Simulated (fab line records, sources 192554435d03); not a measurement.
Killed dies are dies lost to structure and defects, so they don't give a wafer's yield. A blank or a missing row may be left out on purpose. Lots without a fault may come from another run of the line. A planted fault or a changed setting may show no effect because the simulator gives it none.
Chamber matching | flow n5_finfet | N5_BEOL_M8_DEP_56 on pecvd-03: 3 sister chambers
The step deposits SiCN from 3MS/NH3, target thk 10 nm, time 17.5 s. 6 wafers are shown with their chamber, then 12 later ones without.

WAFERS WITH THEIR CHAMBER
wafer  | chamber | showerhead_vpp_V (V) | throttle_valve_pct (%)
L085.5 | 1       | 828                  | 9.4
L086.4 | 2       | 950                  | 8.3
L086.5 | 0       | 849                  | 8.9
L088.1 | 0       | 835                  | 8.9
L088.3 | 2       | 934                  | 8.5
L088.4 | 1       | 850                  | 9.6

WAFERS WITHOUT THEIR CHAMBER
wafer  | showerhead_vpp_V (V) | throttle_valve_pct (%)
L092.1 | 849                  | 9.2
L092.4 | 822                  | 8.8
L092.6 | 947                  | 7.9
L089.3 | 864                  | 9.0
L089.4 | 843                  | 8.6
L089.5 | 846                  | 9.2
L096.1 | 961                  | 8.4
L096.2 | 835                  | 8.8
L096.5 | 950                  | 8.4
L097.1 | 848                  | 9.4
L097.2 | 844                  | 8.8
L097.4 | 844                  | 9.0

WHICH CHAMBER EACH WENT THROUGH
wafer  | from the rows above     | in truth
L092.1 | can't be placed: 0 or 1 | 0
L092.4 | 0                       | 0
L092.6 | 2                       | 2
L089.3 | 0                       | 0
L089.4 | 0                       | 0
L089.5 | can't be placed: 0 or 1 | 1
L096.1 | 2                       | 2
L096.2 | 0                       | 0
L096.5 | 2                       | 2
L097.1 | 1                       | 1
L097.2 | 0                       | 0
L097.4 | 0                       | 0
Placed correctly: 10 of 12. Can't be placed from these rows: 2 (the true chamber is among the candidates in 2). Placed wrongly: 0.
How it was worked out, from the rows above alone: a wafer's distance from a chamber is the root of the sum, over the readings, of the square of ((its reading less the chamber's mean) divided by the reading's scatter). The wafer belongs to the nearest chamber; if the next one is less than 2 further off, it can't be placed. A chamber's mean is the mean of its shown wafers. The scatter: the root of (the sum of the squares of (reading less its chamber's mean) over the shown wafers, divided by (wafers less chambers)).
